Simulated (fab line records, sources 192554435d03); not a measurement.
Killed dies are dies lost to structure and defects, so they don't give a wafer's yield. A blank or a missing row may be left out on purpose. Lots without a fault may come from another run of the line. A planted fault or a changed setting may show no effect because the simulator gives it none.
fab line records | flow n5_finfet
record lots=4 wafers=11 last_day=17
route steps=1938 shown BEOL_M4@1099 BEOL_M5@1112 BEOL_M12@1608 PASSIVATION@1936
lots that met no fault: from a run of the same line without faults
start_h: hours from the record's first day to the start of the lot's first wafer shown | wait_h: hours since the lot's step before | " the same as in the row above | L1.1+2: a row that stands for several wafers | - no value, or no start given | * or withheld: withheld | < > ~ a bound
route shown NAME@n: a module of which the file shows steps, and the number in the route of the first | usual: mean/standard deviation of fault-free wafers | same: alike in all rows | chamber/n: place in a boat | sites: the reading at each site | _std_site: their standard deviation | _edge_site: outer sites' mean less inner sites' | radius_mm: how far each site lies from the wafer's centre | mask NAME#n: copy n | behind: the tool/chamber that last shaped the wafer | hold: why the lot was held/for how many hours/how that ended | device: the transistor (n, p or np) that didn't switch | end of line: the same wafers' tests at the end of the route | a step without rows: its recipe alone | killed: dies lost to structure and defects at the first sort, not the wafer's yield | map: a wafer's dies, x killed, . not, _ none there
set.NAME: the setting as run; set.NAME@STEP: as run at that earlier step | model.NAME: the simulator's own value behind a step, which no gauge read
lots at some steps of the route; a table a step, a row a wafer
services: from which hour (start_h, from the record's first day; less than 0 if before it) a tool's chamber was out of use, for how many hours, and why
## steps
# step N5_BEOL_M4_ANNEAL_95
# recipe temp_c=400 time_s=240 ambient=vacuum
# step N5_BEOL_M4_SPUTTER_96
# recipe material=Cu target_thk_a=45 temp_c=-20 chamber_pressure_pa=0.07 power_w=withheld time_s=8.29
# step N5_BEOL_M4_ECD_50
# recipe material=Cu target_thk_a=3000
# step N5_BEOL_M4_ANNEAL_51
# recipe temp_c=225 time_s=90 ambient=N2
# step N5_BEOL_M4_CMP_52
# recipe stop_on=SiOC t_overpolish_s=6.8 down_force_psi=1 platen_rpm=50 clearing_platen_down_force_psi=1.5 clearing_platen_rpm=50 post_cmp_clean=cu_alkaline target_thk_nm=40 clearing_platen_pad_velocity_m_s=0.99484 pad_velocity_m_s=0.99484
# step N5_BEOL_M4_PRE_CLEAN_60
# recipe gas=NH3/H2 time_s=15 temp_c=* rf_power_w=300
# step N5_BEOL_M4_CO_CAP_55
# recipe material=Co target_thk_a=20 temp_c=200 precursor=CCTBA/H2 pressure_torr=30 time_s=102.1
# step N5_BEOL_M4_PRE_CLEAN_56
# recipe gas=NH3 time_s=15 temp_c=withheld rf_power_w=300
# step N5_BEOL_M4_DEP_57
# recipe material=SiCN target_thk_a=80 temp_c=withheld precursor=3MS/NH3 pressure_torr=3 rf_w=202 time_s=14
# step N5_BEOL_M4_RC_MEAS_101
# usual DIBL_N=36.5/1.4 DIBL_P=36.6/1.6 IOFF_N=0.160/0.024 IOFF_P=0.217/0.029 ION_N=674/8.7 ION_P=464/6.5 SS_N=71.6/0.47 SS_P=73.4/0.57 VT_N=250.0/2.5 VT_P=-250/3.1
# columns lot.wafer tool chamber start_h wait_h DIBL_N[mV/V] DIBL_P[mV/V] IOFF_N[nA/um] IOFF_P[nA/um] ION_N[uA/um] ION_P[uA/um] SS_N[mV/dec] SS_P[mV/dec] VT_N[mV] VT_P[mV]
L205.2 prober-02 0 210.98 0.2 36.4 37.1 0.173 0.207 676 464 71.5 73.2 250.2 -250
L205.4 " 0 " " 37.4 37.9 0.186 0.223 679 457 71.3 74.2 248.0 -251
L205.6 " 0 " " 36.7 37.4 0.177 0.214 682 464 70.9 73.4 246.3 -253
L215.3 prober-01 0 263.70 0.3 35.9 35.6 0.140 0.198 660 462 70.6 73.2 252.2 -248
L215.5 " 0 " " 36.3 36.7 0.148 0.212 661 457 71.5 73.2 251.1 -250
L218.1 prober-01 0 277.95 0.0 34.6 36.7 0.141 0.195 666 460 71.8 72.6 252.7 -252
L218.2 " 0 " " 34.3 35.8 0.130 0.185 659 456 71.4 73.3 254.4 -252
L218.3 " 0 " " 33.7 35.7 0.128 0.182 660 456 71.2 72.3 254.5 -254
L223.2 prober-02 0 304.29 0.2 38.1 38.6 0.208 0.260 689 466 71.6 73.7 244.8 -247
L223.4 " 0 " " 37.4 36.5 0.174 0.223 680 465 72.1 73.2 249.1 -249
L223.5 " 0 " " 37.2 36.6 0.172 0.221 677 460 71.8 73.5 249.9 -250
# step N5_BEOL_M5_ILD_DEP_00
# recipe material=SiCOH_lowk target_thk_a=1406.4 temp_c=300 precursor=DEMS/porogen pressure_torr=5 rf_w=500 time_s=25.9
# step N5_BEOL_M5_CURE_79
# recipe temp_c=385 time_s=240 ambient=He/Ar material=SiCOH_lowk
# step N5_BEOL_M5_PECVD_70
# recipe material=SiO2 target_thk_a=160 temp_c=400 precursor=TEOS/O2 pressure_torr=5.5 rf_w=450 teos_flow_sccm=53.8 gas=O2 flow_sccm=3000 time_s=18
# step N5_BEOL_M5_HM_DEP_02
# recipe material=TiN target_thk_a=200 temp_c=25 chamber_pressure_pa=0.49996
# step N5_BEOL_M5_COAT_59
# recipe resist=SOC temp_c=250 time_s=60 spin_rpm=1500 resist_thk_nm=60
# step N5_BEOL_M5_COAT_60
# recipe resist=SiARC temp_c=220 time_s=60 spin_rpm=1500 resist_thk_nm=12
# step N5_BEOL_M5_COAT_71
# recipe resist=underlayer temp_c=205 time_s=60 spin_rpm=1500 resist_thk_nm=5
# step N5_BEOL_M5_COAT_05
# recipe resist=CAR-EUV spin_rpm=1500 resist_thk_nm=30
# step N5_BEOL_M5_EBR_07
# recipe solvent=PGMEA ebr_width_mm=1.5
# step N5_BEOL_M5_SOFTBAKE_06
# recipe temp_c=110 time_s=60 resist=CAR-EUV
# step N5_BEOL_M5_EXPOSE_08
# recipe mask_id=M5 na=0.33 source_shape=annular sigma_inner=0.4 sigma_outer=0.8 polarization=unpolarized target_cd_nm=28 dose_mj=35.75
# step N5_BEOL_M5_PEB_09
# recipe peb_temp_c=100 peb_time_s=60 resist=CAR-EUV
# step N5_BEOL_M5_DEVELOP_10
# recipe develop_time_s=30 developer=TMAH resist=CAR-EUV rinse_liquid=surfactant_rinse dry=air_spin dev_temp_c=23
# step N5_BEOL_M5_DESCUM_16
# recipe chemistry=O2 time_s=7 source_power_w=50 bias_power_w=20 pressure_mtorr=20 rf_frequency_hz=2.712e+07 temp_c=40 resist=CAR-EUV o2_flow_sccm=225
# step N5_BEOL_M5_ETCH_72
# recipe chemistry=N2/H2 target=underlayer target_depth_a=65 mask_material=CAR-EUV time_s=5.2 ion_energy_ev=200 pressure_mtorr=30 source_w=840 bias_w=150 n2_flow_sccm=200 h2_flow_sccm=200 ends=cleared
# step N5_BEOL_M5_ETCH_61
# recipe chemistry=CF4 target=SiARC target_depth_a=156 mask_material=CAR-EUV time_s=26 ion_energy_ev=80 pressure_mtorr=40 source_w=545 bias_w=36 Ar_flow_sccm=100 cf4_flow_sccm=100 ends=cleared
# step N5_BEOL_M5_ETCH_62
# recipe chemistry=N2/H2 target=SOC target_depth_a=750 overetch_a=150 mask_material=SiARC temp_c=40 time_s=112.5 ion_energy_ev=200 pressure_mtorr=30 source_w=840 bias_w=150 n2_flow_sccm=200 h2_flow_sccm=200
# step N5_BEOL_M5_STRIP_63
# recipe chemistry=N2/H2 temp_c=40 n2_flow_sccm=200 h2_flow_sccm=200 rf_frequency_hz=6e+07
# step N5_BEOL_M5_STRIP_73
# recipe chemistry=N2/H2 temp_c=40 n2_flow_sccm=200 h2_flow_sccm=200 rf_frequency_hz=6e+07
# step N5_BEOL_M5_STRIP_64
# recipe chemistry=CF4 resist=SiARC power_w=300 bias_power_w=75 pressure_mtorr=50 cf4_flow_sccm=150 rf_frequency_hz=6e+07
# step N5_BEOL_M5_HM_OPEN_17
# recipe chemistry=Cl2/BCl3 target_depth_a=200 overetch_a=60 target=TiN mask_material=SOC ion_energy_ev=150 pressure_mtorr=10 icp_w=1000 bias_w=126 Cl2_flow_sccm=53.25 bcl3_flow_sccm=21.75 Ar_flow_sccm=25
# step N5_BEOL_M5_STRIP_19
# recipe chemistry=O2 power_w=400 temp_c=40 pressure_mtorr=30 rf_frequency_hz=6e+07 bias_power_w=0 overash_fraction=0.2 o2_flow_sccm=225
# step N5_BEOL_M5_COAT_65
# recipe resist=SOC temp_c=250 time_s=60 spin_rpm=1500 resist_thk_nm=60
# step N5_BEOL_M5_COAT_66
# recipe resist=SiARC temp_c=220 time_s=60 spin_rpm=1500 resist_thk_nm=12
# step N5_BEOL_M12_EXPOSE_07
# recipe mask_id=V11 na=0.93 source_shape=conventional sigma_outer=0.6 polarization=unpolarized attpsm_phase_deg=180 dose_mj=32.5
# usual focus_offset_nm=0.0/0.62
# columns lot.wafer tool chamber start_h wait_h mask focus_offset_nm
L205.2 krf_scanner-01 0 269.31 - V11#0 -0.7
L205.4 " 0 " " V11#0 -0.7
L205.6 " 0 " " V11#0 0.3
L215.3 krf_scanner-01 0 323.86 - V11#0 -1.3
L215.5 " 0 " " V11#0 0.0
L218.1 krf_scanner-01 0 335.32 - V11#0 0.1
L218.2 " 0 " " V11#0 0.3
L218.3 " 0 " " V11#0 0.2
L223.2 krf_scanner-02 0 369.81 - V11#0 1.3
L223.4 " 0 " " V11#0 0.1
L223.5 " 0 " " V11#0 0.8
# step N5_BEOL_M12_CD_MEAS_10
# recipe target_cd_nm=140 landing_energy_ev=500 detector=se_inlens polarity=opening
# usual cd_nm=140.2/1.6
# columns lot.wafer tool chamber start_h wait_h cd_nm
L205.2 cd_sem-01 0 269.47 - 138.7
L205.4 " 0 " " 139.9
L205.6 " 0 " " 139.9
L215.3 cd_sem-03 0 324.02 - 113.3
L215.5 " 0 " " 141.2
L218.1 cd_sem-01 0 335.50 - 115.3
L218.2 " 0 " " 142.0
L218.3 " 0 " " 114.9
L223.2 cd_sem-02 0 369.98 - 141.6
L223.4 " 0 " " 141.9
L223.5 " 0 " " 139.9
# step N5_BEOL_M12_CD_MEAS_17
# recipe target_cd_nm=140 polarity=opening
# usual cd_nm=140.4/1.7
# columns lot.wafer tool chamber start_h wait_h cd_nm
L205.2 cd_sem-01 - 270.06 0.0 139.0
L205.4 " - " " 139.2
L205.6 " - " " 140.3
L215.3 cd_sem-02 - 324.61 0.0 114.0
L215.5 " - " " 141.0
L218.1 cd_sem-03 - 336.08 0.0 116.4
L218.2 " - " " 142.3
L218.3 " - " " 115.8
L223.2 cd_sem-02 - 370.56 0.0 143.1
L223.4 " - " " 141.7
L223.5 " - " " 140.4
# step N5_PASSIVATION_PROBE_49
# usual defect_limited_yield=91.2/1.4 killed_at_M0_to_M3=34/9.4 killed_at_M4_up=13/5.8 killed_at_contacts=13/6.4 killed_at_front_end=41/11 killed_at_other=3.1/2.3 killed_dies=103/16 killed_on_rim=13/3.4 killed_open=69/12 killed_short=33/7.8 sort_bin_5_function=5.1/0.91 sort_bin_6_memory=3.3/0.63 sort_n_pass=1077/16 sort_yield_pct=91.2/1.4
# same gross_dies=1180 killed_at_back_side=0 sort_bin_4_leakage[%]=0 sort_bin_8_speed[%]=0
# columns lot.wafer tool chamber start_h wait_h defect_limited_yield[%] killed_at_M0_to_M3 killed_at_M4_up killed_at_contacts killed_at_front_end killed_at_other killed_dies killed_on_rim killed_open killed_short sort_bin_5_function[%] sort_bin_6_memory[%] sort_n_pass sort_yield_pct[%]
L205.2 prober-01 - 311.43 0.1 89.1 38 29 18 39 5 129 13 87 34 6.2 3.7 1051 89.1
L205.4 prober-01 - 311.53 0.2 92.2 24 20 19 25 4 92 9 62 29 4.2 3.3 1088 92.2
L205.6 prober-01 - 311.63 0.3 93.0 22 17 11 32 1 83 10 67 15 4.3 2.6 1097 93.0
L215.3 prober-02 - 361.70 0.1 31.9 35 724 8 33 4 804 96 65 24 64.2 3.6 376 31.9
L218.1 prober-01 - 374.02 0.0 53.5 42 478 7 19 3 549 70 48 32 43.7 2.5 631 53.5
L218.3 prober-01 - 374.12 0.1 51.1 29 516 10 17 5 577 79 46 31 45.3 3.3 603 51.1
# killed by level:class
L205.2 MOL_CONTACT_COAG:geometric_particle:open=12 BEOL_M4:geometric_particle:open=12 FIN_SAQP:geometric_particle:open=11 BEOL_M1:geometric_particle:open=9 BEOL_M0_SAQP:geometric_particle:short=8 BEOL_M0_SAQP:geometric_particle:open=7 STI_FIN_REVEAL:geometric_particle:open=6 BEOL_M2:geometric_particle:open=5
L205.4 MOL_CONTACT_COAG:geometric_particle:open=15 BEOL_M4:geometric_particle:open=10 BEOL_M0_SAQP:geometric_particle:short=6 BEOL_M2:geometric_particle:open=6 FIN_SAQP:geometric_particle:open=5 STI_FIN_REVEAL:geometric_particle:open=4 GATE_CUT:geometric_particle:short=4 MOL_CONTACT_COAG:geometric_particle:short=4
L205.6 FIN_SAQP:geometric_particle:open=10 MOL_CONTACT_COAG:geometric_particle:open=9 BEOL_M0_SAQP:geometric_particle:open=8 STI_FIN_REVEAL:geometric_particle:open=6 BEOL_M4:geometric_particle:open=6 BEOL_M5:geometric_particle:open=6 BEOL_M3:geometric_particle:open=5 FIN_SAQP:geometric_particle:short=4
L215.3 BEOL_M12:area_expose=712 BEOL_M0_SAQP:geometric_particle:open=8 BEOL_M2:geometric_particle:open=8 ILD0:geometric_particle:short=7 ILD0:geometric_particle:open=7 MOL_CONTACT_COAG:geometric_particle:open=7 BEOL_M1:geometric_particle:open=6 BEOL_M0_SAQP:geometric_particle:short=5
L218.1 BEOL_M12:area_expose=469 BEOL_M0_SAQP:geometric_particle:short=8 MOL_CONTACT_COAG:geometric_particle:open=7 BEOL_M0_SAQP:geometric_particle:open=7 BEOL_M3:geometric_particle:short=7 BEOL_M1:geometric_particle:open=6 BEOL_M3:geometric_particle:open=6 STI_FIN_REVEAL:geometric_particle:open=5
L218.3 BEOL_M12:area_expose=500 BEOL_M3:geometric_particle:open=8 MOL_CONTACT_COAG:geometric_particle:open=7 STI_FIN_REVEAL:geometric_particle:open=5 BEOL_M0_SAQP:geometric_particle:short=5 BEOL_M4:geometric_particle:open=5 BEOL_M4:geometric_particle:short=5 BEOL_M2:geometric_particle:short=4
# map L215.3 (x killed, . not)
_________________xxxxxxxxxxxx________________
______________xxxxxxxxxxxxxxxxxx_____________
___________xxxxxxxxxxxxxxxxxx..x.xx__________
__________xxxxxxxxxxxxxxxxxxxxx.xxx._________
________xxxxxxxxxxxxxxxxxxxxxxxxxx.xxx_______
_______xxxxxxxxxxxxxxxx.xxxxxxxxx..xx..______
______xxxxxxxxxxxxxx.x.xxxxxxxxxxxxx.xxx_____
_____xxxxxxxxxxxxxxxxxxxxxx.xxxxxx.x.xx.x____
____xxxxxxxxxxxxxxxxx.xxxxxxx.xxxxxxxxxxxx___
___xxxxxxxxxxxxxxxx.xx.xxx.xx.x..x.xx.x..xx__
___xxxxxxxxxxxxxxxxx.xxxxxxxxx....xxxx..x.x__
__xxxxxxxxxx.xxxxxxxxx.xxxxxx.xxxx.xxx.x.xxx_
__xxxxxxxxxxxxxxxxxx.xxx.xxxxxx.xx.x...xx.x._
_xxx.xxxxxxxxxxxxx.xx.xx.....xxxxxxx.x..xxx.x
_xxxxxxxxxxxxxxxxxxxxx.x.xxxxxx..xx.x..xx....
_xxxxx.xxxxxxxx.xxx.xx...xxxxxx.xxxxxx...x...
_xx.xxxxxxxxxxxxx.xxxxx.xxxxx.xx.x....x.xx...
_xxxxxxxxxxx.xxxx.xx..xxxxxxxx.xxx.xxx..x.x..
_xx.xx.x.xxxxxxxxxxxxxx.x..xx.xxx.xxx...x..x.
_xxxxx.xxxxxxxxx.xxx.xxxxxxx..xxx..x......x..
_xxxxxxxxxx..xxx.xxxx.x..xx.xx.x.xxx.....x.x.
__.xxxxxxxxxxxxx..xxxx.x..x......x...x.....x_
__x.xxxxx.x.xxxx.x.xxx.xx.x...x..x.x....xxx._
___xxxx.xxxx.xx..xxx....x..xx.x.x...x.xx..x__
___xxxxxxxxx.xxxxx..x...x...xx....x.......x__
____xxxxxxxxxx..x.xx.x.x..xx..xxx.........___
_____xx.xx..xxx.xx...xxx..x...xx...x..x.x____
______x...x.xx.xxxxx.x...xx.....xxx...x._____
_______x..x..x.xxx..xx.xxx...x.x......x______
________.xx..x..x.xxx..xxxx..x.x.x...._______
__________..xx.x.x.x..x.x.x.x...xx.._________
___________..x.xx..x...x.xxx.......__________
______________xx..xx.....x......_____________
_________________....x...x...________________
# map L218.3 (x killed, . not)
_________________xxxxxxxxxxxx________________
______________xxxx..xxxxxx.xx.xx_____________
___________xxxxxxxxxxxxx.xx.xxxxxx.__________
__________xxxxxxxxxxxxxxxxxx..xx..xx_________
________xxxxxxxxxxxxx..x.xxx.xxx.x..x._______
_______.x..xxxx.xxxxxxxx.xxxx.xx..xxxxx______
______xxxxxxxxxxxxxxxxxxx..x..xx.xx...xx_____
_____xxxxxx.xxxx.xx.xxx..xxxx.xx.x.......____
____xxxxxxxx.xxx.xxx.xxxxx..xxx.xx.x....x.___
___xxxxxxxxxxxxxxxxxx.x.x......xx...xxxx...__
___xxxxxxx.xxxxx.xxxx.xxxx...xxx......xxx..__
__x.xxxx.xxxx.xxx.xxxxx...xxxx..........x.x._
__xxxxxxxx.xxxxxxx.xxx...xx....x.xx.x....x.._
_xxxxxxxxxxxxxxxxxxxxx.xxxxx.x....x....x.....
_x.xxxxx.xxxxxxx.xx.x..x.x...xx....xx....x.x.
_xxxxxx..xxx.x.xxx....xxxx.....xx.xx..xxx.xx.
_.xxxx.xxx.xxxxxx.xx.x.xx.x.x..x.x.xxx.......
_xxxxxx...xx.xx.xx...xxx..........x....x.....
_xxxxxxx.xxx.xxxx....xx...xx...x.......x..x..
_xxxxxx.x.xx...xx.x.....x....x.x.x.x...x.....
_xxxxxxxxx..xxx...xxxx..xxx.........x.......x
__xx.x....xx.xx...xxxx..x.x...xx...x..x....._
__xx.xxx.xx.xxx...xx.x.x.x.............x...._
___xxxx.xxxxx.x...x..x.x..x..xxxx.......x..__
___x.x.xxx.....x...x.x.....................__
____xxx..........x...x....x....x...x......___
_____.x..x.x...x.....x.......x..x.x......____
______.x....x.x.x.........x............._____
_______x.x.x...x...x.x.................______
________..xx..x....x....x.x....x......_______
__________..x......x..x...........x._________
___________xx..xx..................__________
______________.x..x...x.....x..._____________
_________________.......x....________________
## services
# columns tool chamber start_h hours kind
krf_scanner-02 - 246.82 0.3 repair
krf_scanner-01 0 265.18 - calibration
krf_scanner-02 - 269.11 0.8 pm
krf_scanner-01 - 284.15 0.7 repair
krf_scanner-01 - 285.34 1.3 pm
krf_scanner-02 - 292.64 1.0 pm
krf_scanner-02 0 360.05 - calibration
## key
first_sign step=N5_BEOL_M12_CD_MEAS_10 reading=cd_nm direction=down sigmas=16 usual=140.2 struck=114.5
effect step=N5_BEOL_M12_CD_MEAS_17 reading=cd_nm direction=down sigmas=15 usual=140.4 struck=115.4
effect step=N5_PASSIVATION_PROBE_49 reading=killed_at_M4_up direction=up sigmas=96 usual=13 struck=573
more_kills_born_at N5_BEOL_M12_EXPOSE_07@krf_scanner-01=1681
met_at N5_BEOL_M12_EXPOSE_07
struck_wafers L215.3,L218.1,L218.3
later_rows_left_out L215.3
onset_between 269.31 323.86
fault kind=process_parameter_drift tool=krf_scanner-01 chamber=- onset_h=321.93 steps=N5_BEOL_M12_EXPOSE_07 channel=focus_nm offset=236.44 shape=step end_h=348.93 scope=struck_wafers_only
# later_rows_left_out: the simulator's readings of these wafers behind a module that went badly wrong aren't trusted and aren't shown, but for the sort
